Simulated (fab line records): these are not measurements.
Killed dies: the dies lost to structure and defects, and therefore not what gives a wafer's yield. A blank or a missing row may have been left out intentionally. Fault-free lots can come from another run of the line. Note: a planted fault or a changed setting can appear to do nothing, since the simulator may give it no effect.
Which tool was responsible?    flow nandHarc    6 lots with 18 wafers sampled at 2 steps, on a route of 1159 steps

== WHAT THE GAUGES READ, wafer by wafer ==
NHARC_A_BONDPAD_THK_MEAS_30: measures by ellipsometry.
lot   measured      on            thkNm (nm)
L390  day 18 02:49  filmMetro-02  202.1 200.6 199.9
L393  day 19 08:02  filmMetro-01  201.1 199.3 201.7
L397  day 19 19:35  filmMetro-01  197.6 199.4 200.6
L399  day 20 19:06  filmMetro-02  197.6 199.7 199.6
L408  day 22 11:07  filmMetro-02  197.9 199.4 198.3
L412  day 23 21:52  filmMetro-01  201.1 202.3 199.2

== TOOL THAT RAN EACH LOT (tool first, then ch and the chambers of the sampled wafers, then the start) ==
lot   NHARC_P_BONDPAD_ETCH_37
L390  rieDiel-02 ch 0,2, day 6 08:37
L393  rieDiel-05 ch 0,2,3, day 7 17:53
L397  rieDiel-05 ch 1,2,3, day 8 10:50
L399  rieDiel-05 ch 0,1,2, day 9 01:23
L408  rieDiel-05 ch 1,2, day 10 22:05
L412  rieDiel-11 ch 0,1,3, day 12 00:23
- NHARC_P_BONDPAD_ETCH_37: etches the open film in N2/H2, target depth 60 nm, overetch 18 nm, time 65.91 s.

== THE ANSWER, worked out from the rows above alone ==
Rule: usual is defined by the lots themselves. Put in order of their means at a reading, lots are off if they are a third of the lots or fewer, leave a main group of 4 or more, and stand apart from it by a gap of 3 or more times the standard deviation of the main group's means; of several such gaps the widest counts. If all means in a main group match to the digits the tables above print for the reading, that group is not used. Also off: a lot with no number at a reading for which 4 or more lots have one. All remaining lots with rows at the step are treated as sound.
No lot is off on any of the readings shown, so nothing can be concluded from this.

== WHAT HAD BEEN PUT IN BY THE SIMULATOR ==
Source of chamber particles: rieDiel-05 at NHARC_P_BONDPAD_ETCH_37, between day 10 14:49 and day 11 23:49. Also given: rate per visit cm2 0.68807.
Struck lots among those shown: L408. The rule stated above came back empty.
